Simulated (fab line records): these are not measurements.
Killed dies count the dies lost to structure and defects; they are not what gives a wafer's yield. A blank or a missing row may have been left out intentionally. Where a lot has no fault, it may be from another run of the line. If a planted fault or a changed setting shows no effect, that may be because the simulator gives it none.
Comparing a struck lot with a sound one | flow n5_finfet | 15 steps out of a route of 1938
Sound: wafers L954.3, L954.4, L954.6. Struck: wafer L960.1. (L960.3, L960.6 of the same lot were not struck and are left out.) The cause comes at the end.
Each step with rows lists, per side, the tool, then ch with its chambers, then its first start. Under that, the readings that differ: sound wafers | struck wafers | difference of the means | sigmas: that difference in standard deviations of wafers without a fault.
alike: readings whose means differ by less than 2 such deviations, and words and numbers that are the same on both sides. not compared: withheld readings, readings that some wafer has no value for, bounds like >300 that may hide the same value, and numbers for which the record gives no deviation and whose values overlap.
The two part at a step that has a row with sigmas, a row that says differs or no value, or rows on one side only. Non-overlapping numbers with no deviation appear without sigmas and do not part them. A reading that every wafer of one side lacks parts them only if that side has two wafers or more.

N5_BEOL_M0_TRENCH_ETCH_107: etches SiOC in C4F6/O2, target depth 32.8 nm, time 16.4 s.
  sound on rie_diel-02 ch 1,2, day 6 23:07; struck on rie_diel-02 ch 2, day 8 07:20
  alike: C4F6_flow_sccm, drypump_motor_current_A, oes_ar_750_au, oes_product_au, rf_vpp_V, showerhead_plenum_p_Torr, throttle_valve_pct
  not compared: rf_hours_counter_h
N5_BEOL_M0_STRIP_142: strips in N2/H2, time 10 s.
  sound on rie_diel-02 ch 1,2, day 6 23:09; struck on rie_diel-02 ch 2, day 8 07:21
  alike: drypump_motor_current_A, oes_product_au, rf_vpp_V, showerhead_plenum_p_Torr, throttle_valve_pct
  not compared: rf_hours_counter_h
N5_BEOL_M0_OCD_MEAS_108:
  sound on ocd-01, day 6 23:14; struck on ocd-02, day 8 07:26
  alike: trench_depth_nm
then, 2 steps without rows for these wafers: N5_BEOL_M0_HM_STRIP_129 (strips TiN in peroxide tin strip, target depth 17 nm, time 108 s); N5_BEOL_M0_SRD_130 (time 30 s).
N5_BEOL_M0_ETCH_109: etches SiCN in CH3F/O2, target depth 8 nm, overetch 2.4 nm, time 27.4 s.
  sound on rie_diel-03 ch 0,1,2, day 6 23:20; struck on rie_diel-02 ch 3, day 8 07:33
  alike: drypump_motor_current_A, oes_product_au, rf_vpp_V, showerhead_plenum_p_Torr, throttle_valve_pct
  not compared: rf_hours_counter_h
then, 4 steps without rows for these wafers: N5_BEOL_M0_STRIP_139 (strips in post etch residue remover, time 60 s); N5_BEOL_M0_SRD_111 (time 30 s); N5_BEOL_M0_DEGAS_112 (time 60 s); N5_BEOL_M0_PRE_CLEAN_113 (time 30 s).
N5_BEOL_M0_ALD_136: deposits TaN, pulse time 2 s, purge time 3 s, co reactant purge time 2 s.
  sound on ald_metal-04 ch 2,3, day 6 23:52; struck on ald_metal-03 ch 2, day 8 07:50
  alike: heater_power_w
after that, 1 step had no rows for these wafers: N5_BEOL_M0_SURFACE_TREAT_137.
N5_BEOL_M0_CVD_115: deposits Co from CCTBA/H2, time 120 s.
  sound on cvd_co-02 ch 0,1,2, day 7 00:20; struck on cvd_co-01 ch 0, day 8 08:07
  reading          | sound             | struck | difference | sigmas
  run_length_s (s) | 142.7 142.7 143.3 | 109.6  | -33.3      | -52
N5_BEOL_M0_SPUTTER_116: material Cu, target thk 4 nm, time 7.37 s.
  sound on pvd_sputter-03, day 7 00:26; struck on pvd_sputter-01, day 8 08:14
  alike: chuck_gas_flow_sccm, throttle_valve_pct
-- here the record skips 3 days between the struck wafers' starts before and after, leaving off in module BEOL_M0 and picking up in module BEOL_M4 (first step shown: number 1111 of the route) --
N5_BEOL_M4_RC_MEAS_101:
  sound on prober-01 ch 0, day 9 08:28; struck on prober-01 ch 0, day 10 22:25
  reading       | sound          | struck | difference | sigmas
  DIBL_P (mV/V) | 35.0 37.6 34.3 | 40.2   | +4.6       | +2
  alike: DIBL_N, IOFF_N, IOFF_P, ION_N, ION_P, SS_N, SS_P, VT_N, VT_P

== WHERE THEY PART ==
Last at N5_BEOL_M4_RC_MEAS_101 as far as this record goes, first at N5_BEOL_M0_CVD_115.

WHY: the cause the simulator had injected
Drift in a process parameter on cvd_co-01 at N5_BEOL_M0_CVD_115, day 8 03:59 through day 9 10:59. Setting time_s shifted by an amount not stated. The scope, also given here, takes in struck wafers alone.
